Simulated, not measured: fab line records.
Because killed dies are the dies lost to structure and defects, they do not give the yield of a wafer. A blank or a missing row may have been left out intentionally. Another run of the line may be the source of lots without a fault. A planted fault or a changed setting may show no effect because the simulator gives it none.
Matching of chambers	flow nand harc	rie diel-11 running NHARC_P_ZERO_WELL_DESCUM_13: 4 sister chambers
The step chemistry O2, time 3 s. 22 wafers are shown with their chamber, then 11 later ones without.

== WAFERS, EACH WITH ITS CHAMBER ==
wafer	chamber	drypump motor current A (A)	throttle valve pct (%)	rf vpp V (V)
L076.1	2	5.1	11.325	55.4
L076.4	3	5.4	11.312	57.7
L076.6	2	5.1	11.307	57.8
L078.1	3	5.4	11.299	59.4
L078.3	1	5.8	11.327	58.1
L078.5	2	5.1	11.304	56.7
L081.2	1	5.8	11.332	56.8
L081.5	0	5.9	11.306	59.4
L081.6	3	5.4	11.333	57.3
L083.1	2	5.1	11.312	57.4
L083.2	1	5.8	11.329	56.3
L083.3	3	5.4	11.313	57.0
L085.4	3	5.4	11.309	59.3
L085.5	3	5.4	11.307	57.7
L085.6	2	5.1	11.309	58.3
L088.3	3	5.4	11.311	59.3
L088.5	1	5.8	11.295	56.9
L088.6	2	5.1	11.308	57.2
L089.1	2	5.1	11.324	56.6
L089.3	3	5.4	11.310	58.9
L089.6	0	5.9	11.295	57.3
L091.1	3	5.3	11.309	58.4

SIGNATURES (means of the wafers above)
reading	chamber 0	chamber 1	chamber 2	chamber 3	scatter within a chamber
drypump motor current A	5.900	5.800	5.100	5.389	0.0222
throttle valve pct	11.30050	11.32075	11.31271	11.31144	0.0106
rf vpp V	58.350	57.025	57.057	58.333	0.95
Rule: a wafer lies at a distance from a chamber equal to the root of the sum of squares, over the readings, of (its reading less the chamber's mean, divided by the reading's scatter). If the next closest chamber is less than 2 further off than the closest, the wafer can't be placed; otherwise it belongs to the closest. The scatter: take each reading less its chamber's mean, square it, sum over the shown wafers, divide by the number of wafers less the number of chambers, and take the root.

== WAFERS WHOSE CHAMBER IS MISSING ==
wafer	drypump motor current A (A)	throttle valve pct (%)	rf vpp V (V)
L091.3	5.9	11.327	58.5
L091.5	5.4	11.316	58.1
L093.1	5.9	11.307	59.8
L093.2	5.1	11.296	56.0
L093.6	5.8	11.319	57.4
L095.1	5.8	11.303	59.4
L095.2	5.4	11.315	59.9
L095.4	5.1	11.300	56.9
L097.1	5.4	11.293	59.1
L097.4	5.9	11.316	58.5
L097.5	5.4	11.321	59.0

== EACH ONE'S CHAMBER ==
wafer	from the rows above	in truth
L091.3	0	0
L091.5	3	3
L093.1	0	0
L093.2	2	2
L093.6	1	1
L095.1	can't be placed: 1 or 0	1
L095.2	3	3
L095.4	2	2
L097.1	3	3
L097.4	0	0
L097.5	3	3
Placed correctly: 10 of 11. Not placeable from these rows: 1 (in 1, the candidates include the true chamber). 0 placed wrongly.
